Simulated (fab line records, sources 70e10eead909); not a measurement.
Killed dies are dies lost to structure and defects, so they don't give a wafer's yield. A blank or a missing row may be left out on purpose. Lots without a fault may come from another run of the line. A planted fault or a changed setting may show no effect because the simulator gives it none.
Which tool did it? | flow nand_harc | 11 lots, 33 wafers sampled, at 5 steps of a route of 1302

WHAT THE GAUGES READ, wafer by wafer
NHARC_END_SORT_01.
lot  | measured     | on        | defect_limited_yield (%) | killed_at_array | killed_at_other | killed_at_periphery | killed_dies | killed_open | killed_short
L111 | day 24 19:00 | prober-01 | 88.3 89.4 87.9           | 76 68 79        | 0 0 0           | 3 4 3               | 79 72 82    | 3 3 4       | 1 1 4
L127 | day 30 23:37 | prober-02 | 95.0 96.3 95.0           | 29 22 28        | 1 0 1           | 4 3 5               | 34 25 34    | 9 4 2       | 6 5 3

WHICH TOOL RAN EACH LOT (tool, then ch and the chambers of the sampled wafers, then the start)
lot  | NHARC_P_M1_ANNEAL_31             | NHARC_P_M1_DEP_33               | NHARC_P_M2_ETCH_35                 | NHARC_P_M2_ANNEAL_31
L111 | rtp_anneal-02 ch 0, day 6 23:20  | pecvd-02 ch 0,2, day 7 00:18    | rie_diel-07 ch 1,2, day 7 01:50    | rtp_anneal-01 ch 0, day 7 03:38
L112 | rtp_anneal-01 ch 0, day 7 07:23  | pecvd-01 ch 1, day 7 08:27      | rie_diel-07 ch 0,1,3, day 7 09:55  | rtp_anneal-02 ch 0, day 7 11:35
L114 | rtp_anneal-02 ch 0, day 8 00:04  | pecvd-01 ch 1,2, day 8 00:59    | rie_diel-07 ch 0,2,3, day 8 02:22  | rtp_anneal-02 ch 0, day 8 04:06
L115 | rtp_anneal-01 ch 0, day 8 05:50  | pecvd-01 ch 0,1,2, day 8 06:53  | rie_diel-07 ch 0,1,3, day 8 08:20  | rtp_anneal-02 ch 0, day 8 10:02
L118 | rtp_anneal-02 ch 0, day 9 17:14  | pecvd-02 ch 0,2, day 9 18:09    | rie_diel-07 ch 0,1,2, day 9 19:41  | rtp_anneal-01 ch 0, day 9 21:24
L124 | rtp_anneal-01 ch 0, day 12 09:53 | pecvd-02 ch 0,1, day 12 10:50   | rie_diel-07 ch 1,2, day 12 12:19   | rtp_anneal-01 ch 0, day 12 14:02
L125 | rtp_anneal-02 ch 0, day 12 20:32 | pecvd-01 ch 0,1,2, day 12 21:28 | rie_diel-07 ch 0,1,2, day 12 22:58 | rtp_anneal-01 ch 0, day 13 00:41
L127 | rtp_anneal-02 ch 0, day 13 10:07 | pecvd-02 ch 0,1, day 13 11:05   | rie_diel-13 ch 0,1,2, day 13 12:34 | rtp_anneal-02 ch 0, day 13 14:17
L128 | rtp_anneal-01 ch 0, day 13 17:05 | pecvd-02 ch 0,1, day 13 17:56   | rie_diel-07 ch 0,3, day 13 19:20   | rtp_anneal-01 ch 0, day 13 21:06
L131 | rtp_anneal-01 ch 0, day 15 00:40 | pecvd-01 ch 0,1,2, day 15 01:38 | rie_diel-13 ch 0,2,3, day 15 03:02 | rtp_anneal-02 ch 0, day 15 04:42
L133 | rtp_anneal-02 ch 0, day 16 02:20 | pecvd-01 ch 0,1,2, day 16 03:23 | rie_diel-09 ch 1,2, day 16 04:54   | rtp_anneal-01 ch 0, day 16 06:38
- NHARC_P_M1_ANNEAL_31: time 90 s.
- NHARC_P_M1_DEP_33: deposits SiCN, target thk 30 nm.
- NHARC_P_M2_ETCH_35: etches the open film in N2/H2, target depth 40 nm, overetch 12 nm, time 43.94 s.
- NHARC_P_M2_ANNEAL_31: time 90 s.

WHAT THE TOOLS THEMSELVES READ (means of the sampled wafers that have a number; where no wafer has one, the mark that the record gives instead)
NHARC_P_M1_ANNEAL_31.
lot  | tool          | anneal_temp_c (C) | anneal_temp_c_max | wafer_temp_C_max
L111 | rtp_anneal-02 | 224.77            | 225.96            | 226.7
L112 | rtp_anneal-01 | 225.02            | 226.37            | 225.4
L114 | rtp_anneal-02 | 225.12            | 226.26            | 226.1
L115 | rtp_anneal-01 | 224.86            | 226.14            | 225.4
L118 | rtp_anneal-02 | 224.90            | 226.09            | 226.5
L124 | rtp_anneal-01 | 224.92            | 226.23            | 225.5
L125 | rtp_anneal-02 | 225.25            | 226.38            | 226.4
L127 | rtp_anneal-02 | 224.76            | 225.93            | 226.3
L128 | rtp_anneal-01 | 224.96            | 226.26            | 225.4
L131 | rtp_anneal-01 | 224.68            | 226.05            | 225.8
L133 | rtp_anneal-02 | 225.18            | 226.39            | 226.9

NHARC_P_M1_DEP_33.
lot  | tool     | chamber_pressure_Torr (Torr) | heater_power_w (W) | rf_fwd_power_W (W)
L111 | pecvd-02 | 3.001                        | 669                | 448.2
L112 | pecvd-01 | 3.000                        | 639                | 449.5
L114 | pecvd-01 | 2.997                        | 664                | 448.4
L115 | pecvd-01 | 2.999                        | 619                | 448.9
L118 | pecvd-02 | 3.007                        | 633                | 447.7
L124 | pecvd-02 | 2.993                        | 656                | 449.1
L125 | pecvd-01 | 3.000                        | 627                | 450.3
L127 | pecvd-02 | 2.998                        | 655                | 449.0
L128 | pecvd-02 | 3.000                        | 659                | 449.6
L131 | pecvd-01 | 2.993                        | 664                | 449.0
L133 | pecvd-01 | 2.997                        | 627                | 449.9

NHARC_P_M2_ETCH_35.
lot  | tool        | drypump_motor_current_A (A) | h2_flow_sccm (sccm) | oes_product_au (a.u.) | rf_fwd_power_W (W) | rf_vpp_V (V) | run_length_s (s) | showerhead_plenum_p_Torr (Torr) | throttle_valve_pct (%)
L111 | rie_diel-07 | 6.5                         | 149.5               | 1.015                 | 393.6              | 432.4        | 65.5             | 2.11                            | 14.170
L112 | rie_diel-07 | 5.8                         | 149.8               | 1.002                 | 394.3              | 431.0        | 65.2             | 2.05                            | 14.158
L114 | rie_diel-07 | 5.5                         | 150.0               | 1.008                 | 396.5              | 431.1        | 65.3             | 2.02                            | 14.175
L115 | rie_diel-07 | 5.8                         | 149.8               | 1.007                 | -                  | 430.8        | 51.8             | 2.05                            | 14.156
L118 | rie_diel-07 | 5.9                         | 150.0               | 1.015                 | -                  | 431.1        | 51.9             | 2.07                            | 14.169
L124 | rie_diel-07 | 6.2                         | 150.0               | 1.008                 | 395.1              | 430.8        | 65.6             | 2.07                            | 14.175
L125 | rie_diel-07 | 5.9                         | 150.3               | 1.011                 | 394.5              | 431.1        | 65.3             | 2.07                            | 14.169
L127 | rie_diel-13 | 5.6                         | 150.0               | 1.003                 | 393.6              | 431.4        | 65.1             | 2.06                            | 14.174
L128 | rie_diel-07 | 5.2                         | 149.9               | 1.001                 | 394.8              | 429.7        | 64.9             | 2.02                            | 14.169
L131 | rie_diel-13 | 5.4                         | 150.2               | 1.008                 | 393.2              | 430.4        | 65.5             | 2.05                            | 14.177
L133 | rie_diel-09 | 5.7                         | 149.9               | 0.998                 | 395.5              | 426.6        | 65.3             | 1.90                            | 14.175

NHARC_P_M2_ANNEAL_31.
lot  | tool          | anneal_temp_c (C) | anneal_temp_c_max | wafer_temp_C_max
L111 | rtp_anneal-01 | 225.10            | 226.23            | 225.5
L112 | rtp_anneal-02 | 224.79            | 225.91            | 226.4
L114 | rtp_anneal-02 | 225.14            | 226.29            | 226.4
L115 | rtp_anneal-02 | 224.82            | 225.94            | 226.3
L118 | rtp_anneal-01 | 225.13            | 226.34            | 225.8
L124 | rtp_anneal-01 | 224.84            | 226.08            | 225.6
L125 | rtp_anneal-01 | 224.66            | 225.95            | 225.6
L127 | rtp_anneal-02 | 224.97            | 226.09            | 226.7
L128 | rtp_anneal-01 | 225.06            | 226.37            | 225.5
L131 | rtp_anneal-02 | 225.07            | 226.15            | 226.5
L133 | rtp_anneal-01 | 224.92            | 226.35            | 225.3

THE ANSWER, worked out from the rows above alone
Rule: what is usual is taken from the lots themselves. Put in order of their means at a reading, lots are off if they are a third of the lots or fewer, leave a main group of 4 or more, and stand apart from it by a gap of 3 or more times the standard deviation of the main group's means; of several such gaps the widest counts. A main group whose means are all the same, to the digits that the tables above print for the reading, isn't used. A lot without any number at a reading at which 4 lots or more have one is off too. The other lots that the step has rows for count as sound. The gauges are gone through in route order, then the tools' own readings, and for those a lot's mean is taken as printed above. The first step at which some lot is off is used, and at that step the reading that is off furthest; a lot without a number counts as furthest.
Off: L115, L118, at NHARC_P_M2_ETCH_35 (rf_fwd_power_W). Without a number there: L115, L118. The main group: mean 394.6 W, standard deviation 0.99.
A tool fits if, at that step or a process step before it, it ran every lot that is off, and no sound lot after the first of them. None of those tried fits.

WHAT THE SIMULATOR HAD PUT IN
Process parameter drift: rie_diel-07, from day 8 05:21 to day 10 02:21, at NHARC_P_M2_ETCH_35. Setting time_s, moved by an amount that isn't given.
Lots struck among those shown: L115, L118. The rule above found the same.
